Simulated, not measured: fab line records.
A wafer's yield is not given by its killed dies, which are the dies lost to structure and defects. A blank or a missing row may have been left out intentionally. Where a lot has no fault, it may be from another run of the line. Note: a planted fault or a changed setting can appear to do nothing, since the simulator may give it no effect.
Comparing a struck lot with a sound one | flow n5_finfet | 18 out of 1938 route steps
Sound: the wafers L897.2, L897.4, L897.6. Wafers struck: L914.3, L914.4, L914.6. At the end, the cause is stated.
Order at every step that has rows: each side's tool, ch and its chambers, its first start. Under that, the readings that differ: sound wafers | struck wafers | difference of the means | sigmas: that difference in standard deviations of wafers without a fault.
alike: readings with means less than 2 such deviations apart, plus words and numbers identical on both sides. not compared: withheld readings, readings lacking a value on some wafer, bounds such as >300 that could conceal the same value, and numbers that have no deviation in the record and whose values overlap.
A row with sigmas, a row that says differs or no value, or rows on one side alone: a step with any of these is where the two part. Numbers that have no deviation but don't overlap get no sigmas and don't part them. A reading missing from all wafers of one side parts the sides only when that side holds two or more wafers.

N5_BEOL_M13_ETCH_38: etches SiCN in CF4/N2, target depth 67.5 nm, time 71.9 s.
  sound on rie_diel-05 ch 1,2,3, day 11 04:02; struck on rie_diel-02 ch 0,1, day 15 10:28
  reading            | sound             | struck            | difference | sigmas
  rf_fwd_power_W (W) | 427.4 425.3 426.4 | 428.2 431.0 428.3 | +2.8       | +2
  alike: drypump_motor_current_A, oes_product_au, rf_vpp_V, showerhead_plenum_p_Torr, throttle_valve_pct
  not compared: rf_hours_counter_h
then, 4 steps without rows for these wafers: N5_BEOL_M13_PRECLEAN_39 (cleans in residue remover, time 60 s); N5_BEOL_M13_SRD_40 (time 30 s, dry time 30 s); N5_BEOL_M13_DEGAS_41 (time 60 s); N5_BEOL_M13_PRE_CLEAN_42 (time 30 s).
N5_BEOL_M13_SPUTTER_43: material TaN, target thk 15 nm, time 24.19 s.
  sound on pvd_sputter-01 at day 11 04:21; struck on pvd_sputter-01 at day 15 10:52
  alike: cathode_dc_power_W, chamber_pressure_pa, throttle_valve_pct
N5_BEOL_M13_SPUTTER_44: material Ta, target thk 10 nm, time 16.13 s.
  sound on pvd_sputter-01 at day 11 04:26; struck on pvd_sputter-01 at day 15 10:56
  alike: cathode_dc_power_W, chamber_pressure_pa, throttle_valve_pct
N5_BEOL_M13_SPUTTER_45: material Cu, target thk 80 nm, time 13.33 s.
  sound on pvd_sputter-01 at day 11 04:31; struck on pvd_sputter-01 at day 15 11:01
  alike: cathode_dc_power_W, chamber_pressure_pa, chuck_sensor_temp_C, throttle_valve_pct
then, 3 steps without rows for these wafers: N5_BEOL_M13_ECD_47 (material Cu, target thk 936 nm); N5_BEOL_M13_ANNEAL_48 (time 90 s); N5_BEOL_M13_CMP_49 (polishes, stops on SiOC, t overpolish 17.1 s, target thk 420 nm).
N5_BEOL_M13_THK_MEAS_50: measures by xrf.
  sound on film_metro-01 at day 11 05:52; struck on film_metro-01 at day 15 12:16
  alike: M13_THK
N5_BEOL_M13_PRE_CLEAN_52: time 15 s.
  sound on pecvd-02 ch 0,1,2, day 11 05:54; struck on pecvd-02 ch 0,1,2, day 15 12:18
  alike: rf_fwd_power_W
N5_BEOL_M13_DEP_53: deposits SiCN from 3MS/NH3, target thk 50 nm, time 17.8 s.
  sound on pecvd-02 ch 0,1,2, day 11 05:55; struck on pecvd-02 ch 0,1,2, day 15 12:19
  alike: rf_fwd_power_W, showerhead_plenum_p_Torr, throttle_valve_pct
N5_BEOL_M13_RS_MEAS_54: the measuring method here is four-point-probe.
  sound on film_metro-02 at day 11 05:59; struck on film_metro-01 at day 15 12:23
  alike: M13_RS
N5_BEOL_M13_INSPECT_55: inspects for defects (darkfield).
  sound on defect_inspect-02 at day 11 06:01; struck on defect_inspect-01 at day 15 12:25
  reading          | sound    | struck      | difference | sigmas
  raw_defect_count | 54 51 74 | 933 920 892 | +855       | +32
then, 1 step without rows for these wafers: N5_BEOL_M14_ILD_DEP_00 (deposits SiO2 from TEOS/O2, target thk 1119.3 nm, time 237.4 s).
N5_PASSIVATION_PROBE_49:
  sound on prober-01 at day 12 09:32; struck on prober-02 at day 16 14:45
  reading                  | sound          | struck         | difference | sigmas
  defect_limited_yield (%) | 91.4 89.1 91.0 | 84.2 87.4 85.7 | -4.7       | -3
  killed_at_M4_up          | 15 13 12       | 112 69 101     | +81        | +15
  killed_dies              | 101 129 106    | 187 149 169    | +56        | +3
  killed_on_rim            | 13 18 21       | 24 28 30       | +10        | +2
  sort_bin_5_function (%)  | 4.9 6.9 5.8    | 9.2 6.7 8.7    | +2.3       | +2
  sort_n_pass              | 1079 1051 1074 | 993 1031 1011  | -56        | -3
  sort_yield_pct (%)       | 91.4 89.1 91.0 | 84.2 87.4 85.7 | -4.7       | -3
  alike: killed_at_M0_to_M3, killed_at_contacts, killed_at_front_end, killed_at_other, killed_open, killed_short, sort_bin_4_leakage, sort_bin_6_memory

## WHERE THEY PART
First at N5_BEOL_M13_ETCH_38; last, within this record, at N5_PASSIVATION_PROBE_49.

WHY: the cause the simulator had injected
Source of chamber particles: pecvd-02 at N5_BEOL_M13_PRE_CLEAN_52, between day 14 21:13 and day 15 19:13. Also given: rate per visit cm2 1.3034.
